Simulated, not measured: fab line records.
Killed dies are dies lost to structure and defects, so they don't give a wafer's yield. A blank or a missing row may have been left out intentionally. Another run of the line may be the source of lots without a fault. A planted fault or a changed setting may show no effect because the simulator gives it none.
Matching of chambers -- flow n5 finfet -- 4 sister chambers for N5_HKMG_FIN_STRIP_92 on rie diel-03
The step strips SOC in N2/H2, time 20 s. 24 wafers are shown with their chamber, then 12 later ones without.

## WAFERS PAIRED WITH THEIR CHAMBERS
wafer,chamber,showerhead plenum p Torr (Torr),drypump motor current A (A),throttle valve pct (%)
L075.2,2,3.38,5.4,18.91
L075.4,2,3.38,5.4,18.93
L075.6,3,3.22,6.4,19.31
L079.3,2,3.38,5.3,18.96
L079.4,2,3.38,5.3,18.94
L079.6,0,3.53,5.7,19.08
L081.2,0,3.53,5.7,19.09
L081.3,3,3.21,6.3,19.32
L081.5,0,3.53,5.7,19.09
L082.1,2,3.37,5.3,18.96
L082.2,0,3.52,5.7,19.09
L082.4,3,3.21,6.4,19.31
L083.1,2,3.37,5.3,18.96
L083.2,0,3.52,5.7,19.10
L083.4,0,3.52,5.7,19.08
L084.1,0,3.52,5.7,19.11
L084.2,2,3.37,5.3,18.98
L084.6,2,3.37,5.3,18.97
L088.2,3,3.20,6.4,19.35
L088.3,2,3.37,5.3,18.98
L088.5,1,3.40,5.3,19.29
L090.1,3,3.20,6.4,19.35
L090.4,0,3.51,5.7,19.13
L090.5,1,3.40,5.2,19.27

SIGNATURES (averages over the wafers above)
reading,chamber 0,chamber 1,chamber 2,chamber 3,scatter within a chamber
showerhead plenum p Torr,3.5225,3.4000,3.3744,3.2080,0.00653
drypump motor current A,5.700,5.250,5.322,6.380,0.0378
throttle valve pct,19.0962,19.2800,18.9544,19.3280,0.0204
Rule: a wafer lies at a distance from a chamber equal to the root of the sum of squares, over the readings, of (its reading less the chamber's mean, divided by the reading's scatter). The wafer belongs to the nearest chamber; if the next one is less than 2 further off, it can't be placed. The scatter: the root of (the sum of the squares of (reading less its chamber's mean) over the shown wafers, divided by (wafers less chambers)).

## WAFERS WITH NO CHAMBER GIVEN
wafer,showerhead plenum p Torr (Torr),drypump motor current A (A),throttle valve pct (%)
L089.2,3.40,5.2,19.29
L089.3,3.51,5.7,19.13
L089.4,3.20,6.4,19.35
L091.3,3.51,5.7,19.13
L091.5,3.40,5.2,19.29
L091.6,3.51,5.7,19.12
L092.3,3.39,5.3,19.30
L092.4,3.19,6.3,19.36
L092.6,3.36,5.4,19.01
L097.2,3.39,5.3,19.31
L097.4,3.39,5.3,19.32
L097.5,3.50,5.7,19.14

## THE CHAMBER EACH PASSED THROUGH
wafer,from the rows above,in truth
L089.2,1,1
L089.3,0,0
L089.4,3,3
L091.3,0,0
L091.5,1,1
L091.6,0,0
L092.3,1,1
L092.4,3,3
L092.6,2,2
L097.2,1,1
L097.4,1,1
L097.5,0,0
12 of 12 placed correctly. From these rows, 0 cannot be placed. Placed wrongly: 0.
